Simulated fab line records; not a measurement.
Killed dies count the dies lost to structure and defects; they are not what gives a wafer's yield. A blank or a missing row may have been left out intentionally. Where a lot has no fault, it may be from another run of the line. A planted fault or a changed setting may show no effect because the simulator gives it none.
Split-lot study :: flow n5 finfet :: on a route of 1938 steps: 7 lots, 21 wafers read

== THE SPLIT ==
At N5_BEOL_M0_SAQP_PECVD_04 (deposits a-Si from SiH4/He, target thk 60 nm, time 60.2 s), the setting time s was moved away from the recipe's 60.2 s on 6 of the 21 wafers read, by -11.6% to +11.3%. All remaining wafers had this setting at the recipe value.

== FROM THE SPLIT TO THE READING: what the file shows between them, 10 steps ==
- N5_BEOL_M0_SAQP_THK_MEAS_05
- N5_BEOL_M0_SAQP_HM_DEP_111: deposits SiO2 from SiH4/N2O, target thk 12 nm, time 7.2 s
- N5_BEOL_M0_SAQP_COAT_81: time 60 s, resist thk 100 nm
- N5_BEOL_M0_SAQP_HM_OPEN_112: chemistry CHF3/O2, target SiO2, stops on a-Si, target depth 12 nm, time 13.5 s
- N5_BEOL_M0_SAQP_STRIP_113: strips in CHF3/O2
- N5_BEOL_M0_SAQP_MANDREL_ETCH_20: etches a-Si in HBr/Cl2, stops on SiNx, target depth 60 nm, bt time 10 s, time 30 s
- N5_BEOL_M0_SAQP_STRIP_86: strips in N2/H2
- N5_BEOL_M0_SAQP_STRIP_115: strips in post etch residue remover, time 60 s
- N5_BEOL_M0_SAQP_SRD_93: time 30 s
- N5_BEOL_M0_SAQP_RECESS_114: chemistry HF/NH3, target SiO2, target depth 14.4 nm, afs cycles 3, sublimation time 60 s

== THE READING ==
a-Si_of_BEOL_M0_SAQP_PECVD_04.thk nm (the simulator's own value, which no gauge read), in nm, at N5_BEOL_M0_SAQP_SPACER1_ALD_98 (deposits SiO2, target thk 12.8 nm, pulse time 1 s, purge time 2 s). The file does not state a usual value for it. Average 59.7 nm, standard deviation 0.74 nm, over the 15 wafers here run with the recipe.

wafer: L079.1
tool, chamber at the split: pecvd-01, 0
time s as run, s: 60.2
against the recipe: recipe
a-Si_of_BEOL_M0_SAQP_PECVD_04.thk nm, nm: 58.4
against lot-mates on the recipe: -

wafer: L079.2
tool, chamber at the split: pecvd-01, 1
time s as run, s: 60.2
against the recipe: recipe
a-Si_of_BEOL_M0_SAQP_PECVD_04.thk nm, nm: 59.6
against lot-mates on the recipe: -

wafer: L079.3
tool, chamber at the split: pecvd-01, 2
time s as run, s: 60.2
against the recipe: recipe
a-Si_of_BEOL_M0_SAQP_PECVD_04.thk nm, nm: 59.2
against lot-mates on the recipe: -

wafer: L083.1
tool, chamber at the split: pecvd-01, 2
time s as run, s: 60.2
against the recipe: recipe
a-Si_of_BEOL_M0_SAQP_PECVD_04.thk nm, nm: 59.8
against lot-mates on the recipe: -

wafer: L083.3
tool, chamber at the split: pecvd-01, 1
time s as run, s: 60.2
against the recipe: recipe
a-Si_of_BEOL_M0_SAQP_PECVD_04.thk nm, nm: 59.4
against lot-mates on the recipe: -

wafer: L083.6
tool, chamber at the split: pecvd-01, 0
time s as run, s: 57.31
against the recipe: -4.8%
a-Si_of_BEOL_M0_SAQP_PECVD_04.thk nm, nm: 57.6
against lot-mates on the recipe: -2.0

wafer: L085.1
tool, chamber at the split: pecvd-03, 2
time s as run, s: 53.2
against the recipe: -11.6%
a-Si_of_BEOL_M0_SAQP_PECVD_04.thk nm, nm: 52.8
against lot-mates on the recipe: -6.2

wafer: L085.5
tool, chamber at the split: pecvd-03, 2
time s as run, s: 60.2
against the recipe: recipe
a-Si_of_BEOL_M0_SAQP_PECVD_04.thk nm, nm: 59.8
against lot-mates on the recipe: -

wafer: L085.6
tool, chamber at the split: pecvd-03, 1
time s as run, s: 60.2
against the recipe: recipe
a-Si_of_BEOL_M0_SAQP_PECVD_04.thk nm, nm: 58.2
against lot-mates on the recipe: -

wafer: L086.2
tool, chamber at the split: pecvd-04, 2
time s as run, s: 67.01
against the recipe: +11.3%
a-Si_of_BEOL_M0_SAQP_PECVD_04.thk nm, nm: 66.4
against lot-mates on the recipe: +6.8

wafer: L086.4
tool, chamber at the split: pecvd-04, 2
time s as run, s: 60.2
against the recipe: recipe
a-Si_of_BEOL_M0_SAQP_PECVD_04.thk nm, nm: 59.8
against lot-mates on the recipe: -

wafer: L086.6
tool, chamber at the split: pecvd-04, 1
time s as run, s: 60.2
against the recipe: recipe
a-Si_of_BEOL_M0_SAQP_PECVD_04.thk nm, nm: 59.4
against lot-mates on the recipe: -

wafer: L089.1
tool, chamber at the split: pecvd-03, 1
time s as run, s: 60.2
against the recipe: recipe
a-Si_of_BEOL_M0_SAQP_PECVD_04.thk nm, nm: 59.4
against lot-mates on the recipe: -

wafer: L089.3
tool, chamber at the split: pecvd-03, 0
time s as run, s: 60.2
against the recipe: recipe
a-Si_of_BEOL_M0_SAQP_PECVD_04.thk nm, nm: 60.2
against lot-mates on the recipe: -

wafer: L089.5
tool, chamber at the split: pecvd-03, 0
time s as run, s: 60.2
against the recipe: recipe
a-Si_of_BEOL_M0_SAQP_PECVD_04.thk nm, nm: 60
against lot-mates on the recipe: -

wafer: L093.1
tool, chamber at the split: pecvd-03, 1
time s as run, s: 54.09
against the recipe: -10.1%
a-Si_of_BEOL_M0_SAQP_PECVD_04.thk nm, nm: 53.6
against lot-mates on the recipe: -7.3

wafer: L093.4
tool, chamber at the split: pecvd-03, 0
time s as run, s: 60.2
against the recipe: recipe
a-Si_of_BEOL_M0_SAQP_PECVD_04.thk nm, nm: 61.4
against lot-mates on the recipe: -

wafer: L093.6
tool, chamber at the split: pecvd-03, 2
time s as run, s: 60.2
against the recipe: recipe
a-Si_of_BEOL_M0_SAQP_PECVD_04.thk nm, nm: 60.4
against lot-mates on the recipe: -

wafer: L096.1
tool, chamber at the split: pecvd-03, 0
time s as run, s: 60.2
against the recipe: recipe
a-Si_of_BEOL_M0_SAQP_PECVD_04.thk nm, nm: 59.8
against lot-mates on the recipe: -

wafer: L096.3
tool, chamber at the split: pecvd-03, 1
time s as run, s: 54.18
against the recipe: -10.0%
a-Si_of_BEOL_M0_SAQP_PECVD_04.thk nm, nm: 53.8
against lot-mates on the recipe: -6.0

wafer: L096.5
tool, chamber at the split: pecvd-03, 2
time s as run, s: 54.18
against the recipe: -10.0%
a-Si_of_BEOL_M0_SAQP_PECVD_04.thk nm, nm: 55
against lot-mates on the recipe: -4.8

THE FIT
A straight line over all 21 wafers: a-Si_of_BEOL_M0_SAQP_PECVD_04.thk nm changes by +0.568 nm for each +1% of time s; r = +0.97; the points scatter about the line by 0.72 nm.
The same after taking each lot's own level away (the mean of its wafers on the recipe; 21 wafers): +0.581 nm for each +1%; r = +0.98; scatter 0.61 nm.
The reading moves by 6.8 nm for the largest change in time s, on that fit.
The span of the lots' own levels, 59.00 to 60.90 nm, comes to 2.6 times the standard deviation stated above.
Hence the lot-to-lot level has little effect on the slope; both slopes agree.
Check: -6.87 nm against its lot-mates is what the line predicts for one of the wafers moved furthest among these (-11.6%) when that wafer is left out of the fit. It came out at -6.2 nm against them.

== THE WHOLE CHAIN: every reading that the file lists as answering this split, in the file's order ==
step: N5_BEOL_M0_SAQP_PECVD_04
what it does: deposits a-Si from SiH4/He, target thk 60 nm, time 60.2 s
reading: a-Si_of_BEOL_M0_SAQP_PECVD_04.thk nm (the simulator's own value, which no gauge read)
change (the file's fit): +0.585 nm for each +1% of the setting
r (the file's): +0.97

step: N5_BEOL_M0_SAQP_THK_MEAS_05
what it does: 
reading: thk nm
change (the file's fit): withheld for each +1% of the setting
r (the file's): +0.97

step: N5_BEOL_M0_SAQP_MANDREL_ETCH_20
what it does: etches a-Si in HBr/Cl2, stops on SiNx, target depth 60 nm, bt time 10 s, time 30 s
reading: etch.depth nm (the simulator's own value, which no gauge read)
change (the file's fit): +0.584 nm for each +1% of the setting
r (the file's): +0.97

step: N5_BEOL_M0_SAQP_SPACER1_ALD_98
what it does: deposits SiO2, target thk 12.8 nm, pulse time 1 s, purge time 2 s
reading: a-Si_of_BEOL_M0_SAQP_PECVD_04.thk nm (the simulator's own value, which no gauge read)
change (the file's fit): +0.586 nm for each +1% of the setting
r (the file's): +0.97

== FILE'S OWN FIT ==
a-Si_of_BEOL_M0_SAQP_PECVD_04.thk nm changes by +0.586 nm for each +1% of time s, r = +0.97.
